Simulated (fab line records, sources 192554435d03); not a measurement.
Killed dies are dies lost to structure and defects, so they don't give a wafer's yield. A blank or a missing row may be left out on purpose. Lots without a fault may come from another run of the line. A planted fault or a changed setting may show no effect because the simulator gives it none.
fab line records | flow n5_finfet
record lots=4 wafers=12 last_day=19
route steps=1938 shown BEOL_M5@1129 PASSIVATION@1936
lots that met no fault: from a run of the same line without faults
start_h: hours from the record's first day to the start of the lot's first wafer shown | wait_h: hours since the lot's step before | " the same as in the row above | L1.1+2: a row that stands for several wafers | - no value, or no start given | * or withheld: withheld | < > ~ a bound
route shown NAME@n: a module of which the file shows steps, and the number in the route of the first | usual: mean/standard deviation of fault-free wafers | same: alike in all rows | chamber/n: place in a boat | sites: the reading at each site | _std_site: their standard deviation | _edge_site: outer sites' mean less inner sites' | radius_mm: how far each site lies from the wafer's centre | mask NAME#n: copy n | behind: the tool/chamber that last shaped the wafer | hold: why the lot was held/for how many hours/how that ended | device: the transistor (n, p or np) that didn't switch | end of line: the same wafers' tests at the end of the route | a step without rows: its recipe alone | killed: dies lost to structure and defects at the first sort, not the wafer's yield | map: a wafer's dies, x killed, . not, _ none there
set.NAME: the setting as run; set.NAME@STEP: as run at that earlier step | model.NAME: the simulator's own value behind a step, which no gauge read
lots at some steps of the route; a table a step, a row a wafer
services: from which hour (start_h, from the record's first day; less than 0 if before it) a tool's chamber was out of use, for how many hours, and why
## steps
# step N5_BEOL_M5_DESCUM_16
# recipe chemistry=O2 time_s=7 source_power_w=50 bias_power_w=20 pressure_mtorr=20 rf_frequency_hz=2.712e+07 temp_c=40 resist=CAR-EUV o2_flow_sccm=225
# step N5_BEOL_M5_ETCH_72
# recipe chemistry=N2/H2 target=underlayer target_depth_a=65 mask_material=CAR-EUV time_s=5.2 ion_energy_ev=200 pressure_mtorr=30 source_w=840 bias_w=150 n2_flow_sccm=200 h2_flow_sccm=200 ends=cleared
# step N5_BEOL_M5_ETCH_61
# recipe chemistry=CF4 target=SiARC target_depth_a=156 mask_material=CAR-EUV time_s=26 ion_energy_ev=80 pressure_mtorr=40 source_w=545 bias_w=36 Ar_flow_sccm=100 cf4_flow_sccm=100 ends=cleared
# step N5_BEOL_M5_ETCH_62
# recipe chemistry=N2/H2 target=SOC target_depth_a=750 overetch_a=150 mask_material=SiARC temp_c=40 time_s=112.5 ion_energy_ev=200 pressure_mtorr=30 source_w=840 bias_w=150 n2_flow_sccm=200 h2_flow_sccm=200
# step N5_BEOL_M5_STRIP_63
# recipe chemistry=N2/H2 temp_c=40 n2_flow_sccm=200 h2_flow_sccm=200 rf_frequency_hz=6e+07
# step N5_BEOL_M5_STRIP_73
# recipe chemistry=N2/H2 temp_c=40 n2_flow_sccm=200 h2_flow_sccm=200 rf_frequency_hz=6e+07
# step N5_BEOL_M5_STRIP_64
# recipe chemistry=CF4 resist=SiARC power_w=300 bias_power_w=75 pressure_mtorr=50 cf4_flow_sccm=150 rf_frequency_hz=6e+07
# step N5_BEOL_M5_HM_OPEN_17
# recipe chemistry=Cl2/BCl3 target_depth_a=200 overetch_a=60 target=TiN mask_material=SOC ion_energy_ev=150 pressure_mtorr=10 icp_w=1000 bias_w=126 Cl2_flow_sccm=53.25 bcl3_flow_sccm=21.75 Ar_flow_sccm=25
# step N5_BEOL_M5_STRIP_19
# recipe chemistry=O2 power_w=400 temp_c=40 pressure_mtorr=30 rf_frequency_hz=6e+07 bias_power_w=0 overash_fraction=0.2 o2_flow_sccm=225
# step N5_BEOL_M5_COAT_65
# recipe resist=SOC temp_c=250 time_s=60 spin_rpm=1500 resist_thk_nm=60
# step N5_BEOL_M5_COAT_66
# recipe resist=SiARC temp_c=220 time_s=60 spin_rpm=1500 resist_thk_nm=12
# usual spin_speed_rpm=1500.2/1.3
# columns lot.wafer tool chamber start_h wait_h spin_speed_rpm model.SiARC_of_BEOL_M5_COAT_66.thk_nm
L253.1 litho_track-03 0 227.42 - 1501.7 12
L253.4 " 0 " " 1500.0 12
L253.5 " 0 " " 1500.5 12
L273.1 litho_track-03 0 363.46 - 1720.9 11.2
L273.3 " 0 " " 1720.4 11.2
L273.6 " 0 " " 1720.7 11.2
L274.2 litho_track-03 0 368.12 - 1721.0 11.2
L274.3 " 0 " " 1719.2 11.2
L274.4 " 0 " " 1721.3 11.2
L275.4 litho_track-05 0 368.21 - 1500.2 12
L275.5 " 0 " " 1500.6 12
L275.6 " 0 " " 1500.7 12
# step N5_BEOL_M5_COAT_74
# recipe resist=underlayer temp_c=205 time_s=60 spin_rpm=1500 resist_thk_nm=5
# step N5_BEOL_M5_COAT_22
# recipe resist=CAR-EUV spin_rpm=1500 resist_thk_nm=30
# step N5_BEOL_M5_EBR_24
# recipe solvent=PGMEA ebr_width_mm=1.5
# step N5_BEOL_M5_SOFTBAKE_23
# recipe temp_c=110 time_s=60 resist=CAR-EUV
# step N5_BEOL_M5_EXPOSE_25
# recipe mask_id=V4 na=0.33 source_shape=quasar sigma_inner=0.2 sigma_outer=0.6 polarization=unpolarized defocus_nm=10 dose_mj=52.75
# step N5_BEOL_M5_PEB_26
# recipe peb_temp_c=100 peb_time_s=60 resist=CAR-EUV
# step N5_BEOL_M5_DEVELOP_27
# recipe develop_time_s=30 developer=TMAH resist=CAR-EUV rinse_liquid=surfactant_rinse dry=air_spin dev_temp_c=23
# step N5_BEOL_M5_DESCUM_33
# recipe chemistry=O2 time_s=7 source_power_w=50 bias_power_w=20 pressure_mtorr=20 rf_frequency_hz=2.712e+07 temp_c=40 resist=CAR-EUV o2_flow_sccm=225
# step N5_BEOL_M5_ETCH_75
# recipe chemistry=N2/H2 target=underlayer target_depth_a=65 mask_material=CAR-EUV time_s=5.2 ion_energy_ev=200 pressure_mtorr=30 source_w=840 bias_w=150 n2_flow_sccm=200 h2_flow_sccm=200 ends=cleared
# step N5_BEOL_M5_ETCH_67
# recipe chemistry=CF4 target=SiARC target_depth_a=156 mask_material=CAR-EUV time_s=26 ion_energy_ev=80 pressure_mtorr=40 source_w=545 bias_w=36 Ar_flow_sccm=100 cf4_flow_sccm=100 ends=cleared
# usual bias_w=36.02/0.11 drypump_motor_current_A=5.8/0.59 etch_rf_on_time_s=25.6/0.6 oes_product_au=0.66/0.069 rf_vpp_V=184.0/1.2 showerhead_plenum_p_Torr=2.13/0.066 throttle_valve_pct=15.64/0.25
# columns lot.wafer tool chamber start_h wait_h bias_w drypump_motor_current_A etch_rf_on_time_s oes_product_au rf_hours_counter_h rf_vpp_V showerhead_plenum_p_Torr throttle_valve_pct model.etch.depth_nm model.CAR-EUV_of_BEOL_M5_COAT_22.thk_nm
L253.1 rie_diel-02 3 228.21 0.0 36.05 5.6 26.1 0.69 88 184.0 2.00 15.51 12.02 11.2
L253.4 " 1 " " 36.00 5.1 24.9 0.80 20 183.7 2.17 15.38 12.01 11.2
L253.5 " 1 " " 36.07 5.0 24.9 0.79 - 183.5 2.17 15.38 12.03 11.2
L273.1 rie_diel-06 0 363.92 0.0 35.96 5.0 23.2 0.64 188 184.5 2.13 15.49 11.21 11.6
L273.3 " 2 " " 36.06 6.6 23.3 0.65 147 183.9 2.15 15.75 11.2 11.6
L273.6 " 3 " " 36.36 6.6 24.5 0.58 - 180.9 2.04 15.54 11.19 11.6
L274.2 rie_diel-02 1 368.56 0.0 36.21 5.1 23.1 0.76 51 184.3 2.16 15.44 11.23 11.8
L274.3 " 3 " " 35.98 5.6 24.2 0.67 121 183.3 1.99 15.56 11.2 12
L274.4 " 0 " " 35.95 5.5 23.8 0.80 11 187.0 2.28 15.32 11.22 11.8
L275.4 rie_diel-02 3 368.95 0.0 35.95 5.6 26.3 0.67 121 183.7 1.99 15.56 12.06 11
L275.5 " 2 " " 35.98 6.3 26.7 0.59 - 185.1 2.11 16.08 12.05 11
L275.6 " 3 " " 35.86 5.6 26.2 0.66 - 182.5 1.99 15.57 12.08 11
# step N5_BEOL_M5_ETCH_68
# recipe chemistry=N2/H2 target=SOC target_depth_a=800 overetch_a=160 mask_material=SiARC temp_c=40 time_s=120 ion_energy_ev=200 pressure_mtorr=30 source_w=840 bias_w=150 n2_flow_sccm=200 h2_flow_sccm=200
# usual bias_w=150.1/0.47 drypump_motor_current_A=5.8/0.59 oes_product_au=0.58/0.057 rf_vpp_V=523.4/2.6 showerhead_plenum_p_Torr=2.53/0.083 throttle_valve_pct=17.88/0.27
# columns lot.wafer tool chamber start_h wait_h bias_w drypump_motor_current_A oes_product_au rf_hours_counter_h rf_vpp_V showerhead_plenum_p_Torr throttle_valve_pct model.SiARC_of_BEOL_M5_COAT_66.thk_nm
L253.1 rie_diel-02 3 228.24 0.0 150.1 5.6 0.62 88 519.1 2.36 17.79 6.6
L253.4 " 1 " " 150.0 5.1 0.70 21 524.9 2.60 17.79 6.2
L253.5 " 1 " " 150.1 5.0 0.70 - 524.5 2.60 17.78 6.2
L273.1 rie_diel-06 0 363.95 0.0 150.1 5.1 0.56 188 522.4 2.53 17.62 5.4
L273.3 " 2 " " 150.2 6.6 0.57 147 522.6 2.55 17.96 5.6
L273.6 " 3 " " 149.9 6.6 0.52 - 519.5 2.41 17.64 5.8
L274.2 rie_diel-02 1 368.59 0.0 150.1 5.1 0.65 51 524.3 2.58 17.85 5.4
L274.3 " 3 " " 149.7 5.6 0.60 121 519.1 2.35 17.83 5.6
L274.4 " 0 " " 149.8 5.5 0.72 11 528.0 2.71 17.50 5.4
L275.4 rie_diel-02 3 368.98 0.0 150.6 5.6 0.59 121 519.1 2.35 17.83 6.6
L275.5 " 2 " " 149.5 6.4 0.53 - 523.1 2.52 18.39 6.6
L275.6 " 3 " " 150.9 5.6 0.59 - 517.6 2.35 17.83 6.6
# step N5_BEOL_M5_STRIP_69
# recipe chemistry=N2/H2 temp_c=40 n2_flow_sccm=200 h2_flow_sccm=200 rf_frequency_hz=6e+07
# step N5_PASSIVATION_PROBE_49
# usual defect_limited_yield=91.4/1.2 killed_at_M0_to_M3=34/9.1 killed_at_M4_up=14/5.8 killed_at_contacts=13/6 killed_at_front_end=38/10 killed_at_other=3.2/2.7 killed_dies=102/14 killed_open=68/11 killed_short=32/7.2 sort_bin_5_function=5.1/0.83 sort_bin_6_memory=3.2/0.56 sort_n_pass=1078/14 sort_yield_pct=91.4/1.2
# same gross_dies=1180 killed_at_back_side=0 sort_bin_4_leakage[%]=0 sort_bin_8_speed[%]=0
# columns lot.wafer tool chamber start_h wait_h defect_limited_yield[%] killed_at_M0_to_M3 killed_at_M4_up killed_at_contacts killed_at_front_end killed_at_other killed_dies killed_open killed_short sort_bin_5_function[%] sort_bin_6_memory[%] sort_n_pass sort_yield_pct[%]
L253.1 prober-01 - 325.63 0.0 92.2 33 18 13 23 5 92 63 29 3.7 4.0 1088 92.2
L253.4 prober-01 - 325.78 0.2 90.8 41 19 10 37 1 108 66 37 5.2 3.4 1072 90.8
L253.5 prober-01 - 325.83 0.2 91.0 29 14 21 41 1 106 76 30 5.6 3.3 1074 91.0
L273.1 prober-01 - 455.91 0.0 91.0 28 18 17 43 0 106 63 39 5.6 2.5 1074 91.0
L273.3 prober-01 - 456.01 0.1 92.1 33 10 15 34 1 93 55 38 4.3 3.0 1087 92.1
L273.6 prober-01 - 456.16 0.3 90.6 35 18 7 49 2 111 71 35 5.8 3.3 1069 90.6
L275.4 prober-01 - 464.70 0.2 91.0 41 15 17 33 0 106 74 30 4.9 3.8 1074 91.0
L275.5 prober-01 - 464.75 0.2 90.3 37 16 23 36 3 115 74 38 5.1 4.2 1065 90.3
L275.6 prober-01 - 464.80 0.3 91.0 23 17 21 44 1 106 73 29 5.6 3.0 1074 91.0
L274.2 prober-01 - 465.70 0.1 92.4 26 10 9 43 2 90 58 30 4.8 2.6 1090 92.4
L274.3 prober-01 - 465.75 0.1 88.4 46 21 12 57 1 137 89 47 6.9 4.3 1043 88.4
L274.4 prober-01 - 465.80 0.2 90.2 49 12 17 34 4 116 69 44 5.5 3.7 1064 90.2
# killed by level:class
L253.1 MOL_CONTACT_COAG:geometric_particle:open=10 BEOL_M2:geometric_particle:open=9 BEOL_M1:geometric_particle:open=7 DUMMY_GATE:geometric_particle:open=6 BEOL_M4:geometric_particle:open=6 BEOL_M3:geometric_particle:short=5 BEOL_M5:geometric_particle:open=5 STARTING-WAFER:geometric_particle:short=5
L253.4 BEOL_M0_SAQP:geometric_particle:short=15 STI_FIN_REVEAL:geometric_particle:open=12 BEOL_M0_SAQP:geometric_particle:open=11 BEOL_M2:geometric_particle:open=9 BEOL_M4:geometric_particle:open=9 MOL_CONTACT_COAG:geometric_particle:open=7 STI_FIN_REVEAL:geometric_particle:short=5 HKMG_FIN:area_etch=5
L253.5 MOL_CONTACT_COAG:geometric_particle:open=18 FIN_SAQP:geometric_particle:open=14 STI_FIN_REVEAL:geometric_particle:open=9 BEOL_M3:geometric_particle:open=8 BEOL_M0_SAQP:geometric_particle:open=6 BEOL_M4:geometric_particle:open=6 BEOL_M2:geometric_particle:open=6 GATE_CUT:geometric_particle:short=5
L273.1 MOL_CONTACT_COAG:geometric_particle:open=12 FIN_SAQP:geometric_particle:open=8 STI_FIN_REVEAL:geometric_particle:open=7 GATE_CUT:geometric_particle:short=7 BEOL_M3:geometric_particle:short=6 BEOL_M4:geometric_particle:open=5 MOL_CONTACT_COAG:geometric_particle:short=5 BEOL_M2:geometric_particle:short=5
L273.3 MOL_CONTACT_COAG:geometric_particle:open=13 BEOL_M0_SAQP:geometric_particle:short=9 BEOL_M0_SAQP:geometric_particle:open=9 GATE_CUT:geometric_particle:short=8 BEOL_M2:geometric_particle:open=7 FIN_SAQP:geometric_particle:open=5 FIN_SAQP:geometric_particle:short=4 DUMMY_GATE:geometric_particle:open=4
L273.6 DUMMY_GATE:geometric_particle:open=12 FIN_SAQP:geometric_particle:short=9 BEOL_M2:geometric_particle:open=9 BEOL_M0_SAQP:geometric_particle:short=8 BEOL_M4:geometric_particle:open=6 STI_FIN_REVEAL:geometric_particle:open=5 GATE_CUT:geometric_particle:short=5 MOL_CONTACT_COAG:geometric_particle:open=5
L275.4 MOL_CONTACT_COAG:geometric_particle:open=14 BEOL_M3:geometric_particle:open=10 BEOL_M2:geometric_particle:open=9 DUMMY_GATE:geometric_particle:open=7 BEOL_M4:geometric_particle:open=7 STI_FIN_REVEAL:geometric_particle:open=6 BEOL_M0_SAQP:geometric_particle:open=5 BEOL_M0_SAQP:geometric_particle:short=5
L275.5 MOL_CONTACT_COAG:geometric_particle:open=19 STI_FIN_REVEAL:geometric_particle:open=11 BEOL_M3:geometric_particle:open=10 BEOL_M0_SAQP:geometric_particle:short=9 BEOL_M4:geometric_particle:open=7 BEOL_M2:geometric_particle:open=6 DUMMY_GATE:geometric_particle:open=5 GATE_CUT:geometric_particle:short=5
L275.6 MOL_CONTACT_COAG:geometric_particle:open=17 STI_FIN_REVEAL:geometric_particle:open=12 BEOL_M4:geometric_particle:open=7 FIN_SAQP:geometric_particle:open=6 DUMMY_GATE:geometric_particle:open=6 BEOL_M3:geometric_particle:open=6 GATE_CUT:geometric_particle:short=4 MOL_CONTACT_COAG:geometric_particle:short=4
L274.2 STI_FIN_REVEAL:geometric_particle:open=17 BEOL_M2:geometric_particle:open=8 MOL_CONTACT_COAG:geometric_particle:open=6 STI_FIN_REVEAL:geometric_particle:short=5 BEOL_M4:geometric_particle:open=5 FIN_SAQP:geometric_particle:short=4 DUMMY_GATE:geometric_particle:open=4 BEOL_M0_SAQP:geometric_particle:short=4
L274.3 STI_FIN_REVEAL:geometric_particle:open=28 FIN_SAQP:geometric_particle:short=12 MOL_CONTACT_COAG:geometric_particle:open=11 BEOL_M0_SAQP:geometric_particle:short=11 BEOL_M0_SAQP:geometric_particle:open=9 BEOL_M4:geometric_particle:open=9 BEOL_M1:geometric_particle:open=7 BEOL_M2:geometric_particle:open=6
L274.4 MOL_CONTACT_COAG:geometric_particle:open=12 BEOL_M0_SAQP:geometric_particle:short=10 BEOL_M0_SAQP:geometric_particle:open=9 STI_FIN_REVEAL:geometric_particle:open=9 BEOL_M3:geometric_particle:open=9 FIN_SAQP:geometric_particle:short=8 BEOL_M2:geometric_particle:short=8 BEOL_M2:geometric_particle:open=7
## services
# columns tool chamber start_h hours kind
rie_diel-06 2 239.31 3.9 repair
rie_diel-02 3 241.79 7.1 repair
rie_diel-06 - 266.99 1.0 repair
rie_diel-02 0 319.57 - clean
rie_diel-02 0 319.57 - consumable_replace:focus_ring
rie_diel-02 0 319.57 - consumable_replace:showerhead
rie_diel-02 0 319.57 16.1 scheduled_down
rie_diel-02 0 319.57 16.1 vent_cycle
## key
first_sign step=N5_BEOL_M5_COAT_66 reading=spin_speed_rpm direction=up sigmas=99+ usual=* struck=*
effect step=N5_BEOL_M5_ETCH_67 reading=etch_rf_on_time_s direction=down sigmas=3.1 usual=* struck=*
model_effect step=N5_BEOL_M5_COAT_66 value=SiARC_of_BEOL_M5_COAT_66.thk_nm without=12 struck=11.2
model_effect step=N5_BEOL_M5_ETCH_67 value=etch.depth_nm without=12 struck=11.21
model_effect step=N5_BEOL_M5_ETCH_68 value=SiARC_of_BEOL_M5_COAT_66.thk_nm without=6.333 struck=5.533
met_at N5_BEOL_M5_COAT_66
struck_wafers L273.1,L273.3,L273.6,L274.2,L274.3,L274.4
onset_between 227.42 363.46
fault kind=process_parameter_drift tool=litho_track-03 chamber=- onset_h=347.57 steps=N5_BEOL_M5_COAT_66 channel=spin_rpm offset=* shape=step end_h=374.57 acts_in=* stated=*
